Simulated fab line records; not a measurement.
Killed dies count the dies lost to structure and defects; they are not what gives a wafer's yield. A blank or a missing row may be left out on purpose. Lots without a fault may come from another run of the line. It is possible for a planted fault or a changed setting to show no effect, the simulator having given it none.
Split-lot trial || flow n5Finfet || route with 1938 steps; 7 lots, 21 wafers read

ABOUT THE SPLIT
At N5_BEOL_M4_ETCH_64 (etches SOC in N2/H2, target depth 75 nm, overetch 22.5 nm, time 121.9 s), the setting biasW was moved away from the recipe's 150 W on 10 of the 21 wafers read, by -13.8% to +11.1%. For the rest of the wafers, this setting stayed at what the recipe calls for.

The reading comes from the split's own step.

THE READING
rfVppV, in V, at N5_BEOL_M4_ETCH_64 (etches SOC in N2/H2, target depth 75 nm, overetch 22.5 nm, time 121.9 s). On this fab line, fault-free wafers typically give 524.2 V with a standard deviation of 2.9 V.

{"wafer": "L080.4", "tool, chamber at the split": "rieDiel-01, 3", "biasW as run, W": 150, "against the recipe": "recipe", "rfVppV, V": 526.5, "against lot-mates on the recipe": "-"}
{"wafer": "L080.5", "tool, chamber at the split": "rieDiel-01, 1", "biasW as run, W": 150, "against the recipe": "recipe", "rfVppV, V": 525.7, "against lot-mates on the recipe": "-"}
{"wafer": "L080.6", "tool, chamber at the split": "rieDiel-01, 0", "biasW as run, W": 150, "against the recipe": "recipe", "rfVppV, V": 527.1, "against lot-mates on the recipe": "-"}
{"wafer": "L084.2", "tool, chamber at the split": "rieDiel-05, 3", "biasW as run, W": 129.3, "against the recipe": "-13.8%", "rfVppV, V": 473.4, "against lot-mates on the recipe": -47.2}
{"wafer": "L084.4", "tool, chamber at the split": "rieDiel-05, 0", "biasW as run, W": 129.3, "against the recipe": "-13.8%", "rfVppV, V": 472.6, "against lot-mates on the recipe": -48.0}
{"wafer": "L084.5", "tool, chamber at the split": "rieDiel-05, 0", "biasW as run, W": 150, "against the recipe": "recipe", "rfVppV, V": 520.6, "against lot-mates on the recipe": "-"}
{"wafer": "L086.1", "tool, chamber at the split": "rieDiel-05, 3", "biasW as run, W": 166.7, "against the recipe": "+11.1%", "rfVppV, V": 554.7, "against lot-mates on the recipe": "+26.3"}
{"wafer": "L086.2", "tool, chamber at the split": "rieDiel-05, 2", "biasW as run, W": 166.7, "against the recipe": "+11.1%", "rfVppV, V": 563.6, "against lot-mates on the recipe": "+35.2"}
{"wafer": "L086.3", "tool, chamber at the split": "rieDiel-05, 0", "biasW as run, W": 150, "against the recipe": "recipe", "rfVppV, V": 528.4, "against lot-mates on the recipe": "-"}
{"wafer": "L092.2", "tool, chamber at the split": "rieDiel-05, 1", "biasW as run, W": 150, "against the recipe": "recipe", "rfVppV, V": 523.2, "against lot-mates on the recipe": "-"}
{"wafer": "L092.4", "tool, chamber at the split": "rieDiel-05, 2", "biasW as run, W": 150, "against the recipe": "recipe", "rfVppV, V": 525.8, "against lot-mates on the recipe": "-"}
{"wafer": "L092.5", "tool, chamber at the split": "rieDiel-05, 2", "biasW as run, W": 150, "against the recipe": "recipe", "rfVppV, V": 525.5, "against lot-mates on the recipe": "-"}
{"wafer": "L093.3", "tool, chamber at the split": "rieDiel-03, 3", "biasW as run, W": 150, "against the recipe": "recipe", "rfVppV, V": 518.7, "against lot-mates on the recipe": "-"}
{"wafer": "L093.4", "tool, chamber at the split": "rieDiel-03, 2", "biasW as run, W": 162.1, "against the recipe": "+8.1%", "rfVppV, V": 547.5, "against lot-mates on the recipe": "+28.8"}
{"wafer": "L093.6", "tool, chamber at the split": "rieDiel-03, 0", "biasW as run, W": 162.1, "against the recipe": "+8.1%", "rfVppV, V": 551.7, "against lot-mates on the recipe": "+33.0"}
{"wafer": "L094.1", "tool, chamber at the split": "rieDiel-03, 2", "biasW as run, W": 131.6, "against the recipe": "-12.3%", "rfVppV, V": 479.9, "against lot-mates on the recipe": -45.2}
{"wafer": "L094.5", "tool, chamber at the split": "rieDiel-03, 3", "biasW as run, W": 131.6, "against the recipe": "-12.3%", "rfVppV, V": 479.9, "against lot-mates on the recipe": -45.2}
{"wafer": "L094.6", "tool, chamber at the split": "rieDiel-03, 0", "biasW as run, W": 150, "against the recipe": "recipe", "rfVppV, V": 525.1, "against lot-mates on the recipe": "-"}
{"wafer": "L097.2", "tool, chamber at the split": "rieDiel-01, 1", "biasW as run, W": 138.6, "against the recipe": "-7.6%", "rfVppV, V": 499.3, "against lot-mates on the recipe": -26.1}
{"wafer": "L097.4", "tool, chamber at the split": "rieDiel-01, 0", "biasW as run, W": 150, "against the recipe": "recipe", "rfVppV, V": 525.4, "against lot-mates on the recipe": "-"}
{"wafer": "L097.6", "tool, chamber at the split": "rieDiel-01, 2", "biasW as run, W": 138.6, "against the recipe": "-7.6%", "rfVppV, V": 500.1, "against lot-mates on the recipe": -25.3}

THE FIT
A straight line over all 21 wafers: rfVppV changes by +3.44 V for each +1% of biasW; r = +0.99; the points scatter about the line by 3.2 V.
The same after taking each lot's own level away (the mean of its wafers on the recipe; 21 wafers): +3.38 V for each +1%; r = +0.99; scatter 3.2 V.
On that fit, the largest move of biasW shifts the reading by 47 V.
The lots' own levels span 518.70 to 528.40 V, that is 3.3 times the standard deviation above.
Consequently the slope shifts little with the lot-to-lot level, the two slopes agreeing.
Check: with one of the wafers moved furthest among these (-13.8%) left out of the fit, the line predicts -47.5 V for it against its lot-mates. It came out at -47.2 V against them.
Tool readings at the split's step, against how far the setting was moved: rfVppV r = +0.99.

OTHER SPLITS APPLIED TO THESE WAFERS
Other splits were also applied to these wafers ahead of the reading. Each is held against what the fit with the lots' levels taken away leaves over:
{"other split on the same wafers": "N5_MOL_CONTACT_COAG_PECVD_31 tempC", "wafers away from the commonest value": 5, "r with rfVppV (lot level and that fit taken away)": "+0.00"}
{"other split on the same wafers": "N5_MOL_CONTACT_COAG_COAT_78 spinRpm", "wafers away from the commonest value": 4, "r with rfVppV (lot level and that fit taken away)": -0.11}
{"other split on the same wafers": "N5_MOL_CONTACT_COAG_ETCHBACK_135 timeS", "wafers away from the commonest value": 11, "r with rfVppV (lot level and that fit taken away)": -0.08}
{"other split on the same wafers": "N5_MOL_CONTACT_COAG_COAT_64 spinRpm", "wafers away from the commonest value": 8, "r with rfVppV (lot level and that fit taken away)": "+0.18"}
{"other split on the same wafers": "N5_BEOL_M0_SAQP_EXPOSE_11 doseMj", "wafers away from the commonest value": 7, "r with rfVppV (lot level and that fit taken away)": "+0.32"}
{"other split on the same wafers": "N5_BEOL_M0_SAQP_PEB_12 pebTimeS", "wafers away from the commonest value": 8, "r with rfVppV (lot level and that fit taken away)": -0.09}
{"other split on the same wafers": "N5_BEOL_M0_SAQP_CUT_ETCH_46 sourceW", "wafers away from the commonest value": 7, "r with rfVppV (lot level and that fit taken away)": "+0.18"}
{"other split on the same wafers": "N5_BEOL_M0_CUTY_COAT_50 spinRpm", "wafers away from the commonest value": 7, "r with rfVppV (lot level and that fit taken away)": "+0.04"}
{"other split on the same wafers": "N5_BEOL_M1_SPUTTER_48 timeS", "wafers away from the commonest value": 7, "r with rfVppV (lot level and that fit taken away)": "+0.17"}
{"other split on the same wafers": "N5_BEOL_M2_SPUTTER_86 timeS", "wafers away from the commonest value": 7, "r with rfVppV (lot level and that fit taken away)": "+0.09"}
{"other split on the same wafers": "N5_BEOL_M3_ETCH_70 sourceW", "wafers away from the commonest value": 5, "r with rfVppV (lot level and that fit taken away)": "+0.01"}
{"other split on the same wafers": "N5_BEOL_M4_DESCUM_16 timeS", "wafers away from the commonest value": 8, "r with rfVppV (lot level and that fit taken away)": "+0.27"}

THE WHOLE CHAIN: every reading that the file lists as answering this split, in the file's order
{"step": "N5_BEOL_M4_ETCH_64", "what it does": "etches SOC in N2/H2, target depth 75 nm, overetch 22.5 nm, time 121.9 s", "reading": "rfVppV", "change (the file's fit)": "+3.4 V for each +1% of the setting", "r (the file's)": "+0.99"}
{"step": "N5_BEOL_M4_ETCH_64", "what it does": "etches SOC in N2/H2, target depth 75 nm, overetch 22.5 nm, time 121.9 s", "reading": "SiARC_of_BEOL_M4_COAT_62.thkNm (the simulator's own value, which no gauge read)", "change (the file's fit)": "-0.0611 nm for each +1% of the setting", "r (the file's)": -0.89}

THE FILE'S OWN FIT
rfVppV changes by +3.4 V for each +1% of biasW, r = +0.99.
